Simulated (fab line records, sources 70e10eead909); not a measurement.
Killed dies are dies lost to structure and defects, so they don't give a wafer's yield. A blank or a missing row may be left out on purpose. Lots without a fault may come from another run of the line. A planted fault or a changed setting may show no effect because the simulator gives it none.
A struck lot beside a sound one | flow nand_harc | 15 steps out of a route of 1302
Sound: wafers L277.1, L277.2, L277.5. Struck: wafers L273.1, L273.4, L273.5. The cause comes at the end.
At each step with rows: each side's tool, then ch and its chambers, then its first start. Under that, the readings that differ: sound wafers | struck wafers | difference of the means | sigmas: that difference in standard deviations of wafers without a fault.
alike: readings whose means differ by less than 2 such deviations, and words and numbers that are the same on both sides. not compared: withheld readings, readings that some wafer has no value for, bounds like >300 that may hide the same value, and numbers for which the record gives no deviation and whose values overlap.
The two part at a step that has a row with sigmas, a row that says differs or no value, or rows on one side only. Numbers that don't overlap but have no deviation are shown without sigmas and don't part them. A reading that every wafer of one side lacks parts them only if that side has two wafers or more.

first, 1 step without rows for these wafers: NHARC_P_M0_DESCUM_14 (chemistry O2, time 3 s).
NHARC_P_M0_ETCH_34: etches the open film in N2/H2, target depth 40 nm, overetch 12 nm, time 43.94 s.
  sound on rie_diel-01 ch 0,1,2, day 11 20:17; struck on rie_diel-02 ch 0,1, day 10 03:21
  alike: drypump_motor_current_A, oes_product_au, rf_vpp_V, showerhead_plenum_p_Torr, throttle_valve_pct
  not compared: rf_hours_counter_h
NHARC_P_M0_ETCH_15: etches the open film in C4F8/Ar, target depth 150 nm, overetch 15 nm, time 82.5 s.
  sound on rie_diel-01 ch 0,1,3; struck on rie_diel-02 ch 0,2
  alike: oes_product_au, rf_vpp_V
NHARC_P_M0_CD_MEAS_16:
  sound on cd_sem-02, day 11 20:32; struck on cd_sem-02, day 10 03:34
  alike: cd_nm
then, 2 steps without rows for these wafers: NHARC_P_M0_STRIP_18 (strips in N2/H2); NHARC_P_M0_STRIP_19 (strips in post etch residue remover, time 600 s).
NHARC_P_M0_DEGAS_28: time 60 s.
  sound on pvd_sputter-01, day 11 21:09; struck on pvd_sputter-03, day 10 04:16
  alike: heater_power_w
then, 2 steps without rows for these wafers: NHARC_P_M0_PRE_CLEAN_29 (time 30 s); NHARC_P_M0_PVD_20 (deposits TaN, target thk 5 nm, time 8.06 s).
NHARC_P_M0_PVD_21: deposits Cu, target thk 30 nm, time 20.49 s.
  sound on pvd_sputter-01; struck on pvd_sputter-03
  alike: chamber_pressure_pa, throttle_valve_pct
then, 1 step without rows for these wafers: NHARC_P_M0_ECD_22 (material Cu, target thk 400 nm).
NHARC_P_M0_ANNEAL_30: time 90 s.
  sound on rtp_anneal-01 ch 0, day 11 21:53; struck on rtp_anneal-02 ch 0, day 10 04:59
  alike: wafer_temp_C_max
NHARC_P_M0_CMP_23: polishes, t overpolish 20 s, target thk 117.54 nm.
  sound on cmp-04 ch 1,2, day 11 22:14; struck on cmp-01 ch 1,2, day 10 05:19
  no value came back on the struck wafers for edge_zone_pressure_frac, motor_current_A (A), time_to_endpoint_s (s); on the sound wafers edge_zone_pressure_frac reads 0.995 0.998 0.999
NHARC_P_M0_THK_MEAS_24: measures by xrf.
  sound on film_metro-02, day 11 22:33; struck on film_metro-02, day 10 05:49
  reading     | sound             | struck            | difference | sigmas
  thk_nm (nm) | 114.9 117.7 117.1 | 396.1 406.3 400.7 | +284.5     | +99 or more
  not compared: hold
then, 1 step without rows for these wafers: NHARC_END_SORT_01.

WHERE THEY PART
First at NHARC_P_M0_CMP_23; last, within this record, at NHARC_P_M0_THK_MEAS_24.

WHY: what the simulator had put in
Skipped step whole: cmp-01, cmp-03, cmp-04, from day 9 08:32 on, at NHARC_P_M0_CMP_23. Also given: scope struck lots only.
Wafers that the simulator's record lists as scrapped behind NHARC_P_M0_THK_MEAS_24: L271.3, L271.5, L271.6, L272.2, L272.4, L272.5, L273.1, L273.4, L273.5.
